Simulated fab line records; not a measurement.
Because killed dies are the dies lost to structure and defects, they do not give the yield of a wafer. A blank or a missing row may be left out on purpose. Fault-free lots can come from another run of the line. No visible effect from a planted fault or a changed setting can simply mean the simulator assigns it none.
Matching of chambers :: flow n5-finfet :: 4 sister chambers for N5_MOL_CONTACT_COAG_ETCH_89 on rie-diel-01
The step etches underlayer in N2/H2, target depth 13 nm, time 10.4 s. 16 wafers are shown with their chamber, then 8 later ones without.

## WAFERS WITH THEIR CHAMBER
wafer: L075.1
chamber: 3
showerhead-plenum-p-Torr (Torr): 2.55
drypump-motor-current-A (A): 5.8
rf-vpp-V (V): 523.6

wafer: L075.3
chamber: 0
showerhead-plenum-p-Torr (Torr): 2.42
drypump-motor-current-A (A): 6.2
rf-vpp-V (V): 519.2

wafer: L075.5
chamber: 2
showerhead-plenum-p-Torr (Torr): 2.65
drypump-motor-current-A (A): 5.7
rf-vpp-V (V): 527.4

wafer: L077.3
chamber: 2
showerhead-plenum-p-Torr (Torr): 2.65
drypump-motor-current-A (A): 5.7
rf-vpp-V (V): 526.2

wafer: L077.4
chamber: 1
showerhead-plenum-p-Torr (Torr): 2.64
drypump-motor-current-A (A): 6.5
rf-vpp-V (V): 526.2

wafer: L077.6
chamber: 1
showerhead-plenum-p-Torr (Torr): 2.64
drypump-motor-current-A (A): 6.5
rf-vpp-V (V): 526.9

wafer: L079.1
chamber: 2
showerhead-plenum-p-Torr (Torr): 2.65
drypump-motor-current-A (A): 5.7
rf-vpp-V (V): 526.2

wafer: L079.4
chamber: 1
showerhead-plenum-p-Torr (Torr): 2.64
drypump-motor-current-A (A): 6.5
rf-vpp-V (V): 527.0

wafer: L079.6
chamber: 0
showerhead-plenum-p-Torr (Torr): 2.42
drypump-motor-current-A (A): 6.3
rf-vpp-V (V): 519.9

wafer: L081.3
chamber: 0
showerhead-plenum-p-Torr (Torr): 2.41
drypump-motor-current-A (A): 6.3
rf-vpp-V (V): 520.3

wafer: L081.5
chamber: 0
showerhead-plenum-p-Torr (Torr): 2.41
drypump-motor-current-A (A): 6.2
rf-vpp-V (V): 519.8

wafer: L081.6
chamber: 2
showerhead-plenum-p-Torr (Torr): 2.65
drypump-motor-current-A (A): 5.7
rf-vpp-V (V): 526.5

wafer: L089.1
chamber: 0
showerhead-plenum-p-Torr (Torr): 2.41
drypump-motor-current-A (A): 6.3
rf-vpp-V (V): 519.6

wafer: L089.5
chamber: 3
showerhead-plenum-p-Torr (Torr): 2.53
drypump-motor-current-A (A): 5.7
rf-vpp-V (V): 524.6

wafer: L089.6
chamber: 2
showerhead-plenum-p-Torr (Torr): 2.64
drypump-motor-current-A (A): 5.7
rf-vpp-V (V): 527.4

wafer: L091.1
chamber: 1
showerhead-plenum-p-Torr (Torr): 2.63
drypump-motor-current-A (A): 6.6
rf-vpp-V (V): 526.1

SIGNATURES (means of the wafers above)
reading: showerhead-plenum-p-Torr
chamber 0: 2.4140
chamber 1: 2.6375
chamber 2: 2.6480
chamber 3: 2.5400
scatter within a chamber: 0.00629

reading: drypump-motor-current-A
chamber 0: 6.260
chamber 1: 6.525
chamber 2: 5.700
chamber 3: 5.750
scatter within a chamber: 0.0452

reading: rf-vpp-V
chamber 0: 519.760
chamber 1: 526.550
chamber 2: 526.740
chamber 3: 524.100
scatter within a chamber: 0.526
Rule: a wafer's distance from a chamber is the root of the sum, over the readings, of the square of ((its reading less the chamber's mean) divided by the reading's scatter). If the next closest chamber is less than 2 further off than the closest, the wafer can't be placed; otherwise it belongs to the closest. How the scatter is found: for the shown wafers, subtract from each reading the mean of its chamber, square and add these, divide the total by (wafers less chambers), then take the root.

## WAFERS WITH NO CHAMBER GIVEN
wafer: L091.2
showerhead-plenum-p-Torr (Torr): 2.64
drypump-motor-current-A (A): 5.7
rf-vpp-V (V): 526.0

wafer: L091.4
showerhead-plenum-p-Torr (Torr): 2.53
drypump-motor-current-A (A): 5.8
rf-vpp-V (V): 522.9

wafer: L092.1
showerhead-plenum-p-Torr (Torr): 2.64
drypump-motor-current-A (A): 5.7
rf-vpp-V (V): 525.7

wafer: L092.2
showerhead-plenum-p-Torr (Torr): 2.63
drypump-motor-current-A (A): 6.5
rf-vpp-V (V): 526.1

wafer: L092.3
showerhead-plenum-p-Torr (Torr): 2.64
drypump-motor-current-A (A): 5.7
rf-vpp-V (V): 527.8

wafer: L097.2
showerhead-plenum-p-Torr (Torr): 2.53
drypump-motor-current-A (A): 5.8
rf-vpp-V (V): 522.3

wafer: L097.3
showerhead-plenum-p-Torr (Torr): 2.72
drypump-motor-current-A (A): 6.3
rf-vpp-V (V): 530.2

wafer: L097.5
showerhead-plenum-p-Torr (Torr): 2.72
drypump-motor-current-A (A): 6.2
rf-vpp-V (V): 528.5

## WHICH CHAMBER EACH ONE RAN IN
wafer: L091.2
from the rows above: 2
in truth: 2

wafer: L091.4
from the rows above: 3
in truth: 3

wafer: L092.1
from the rows above: 2
in truth: 2

wafer: L092.2
from the rows above: 1
in truth: 1

wafer: L092.3
from the rows above: 2
in truth: 2

wafer: L097.2
from the rows above: 3
in truth: 3

wafer: L097.3
from the rows above: 1
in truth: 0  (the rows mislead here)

wafer: L097.5
from the rows above: can't be placed: 1 or 2
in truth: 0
Correct placement for 6 of the 8. Cannot be placed on the basis of these rows: 1; the candidates contain the true chamber in 0. Number placed wrongly: 1.
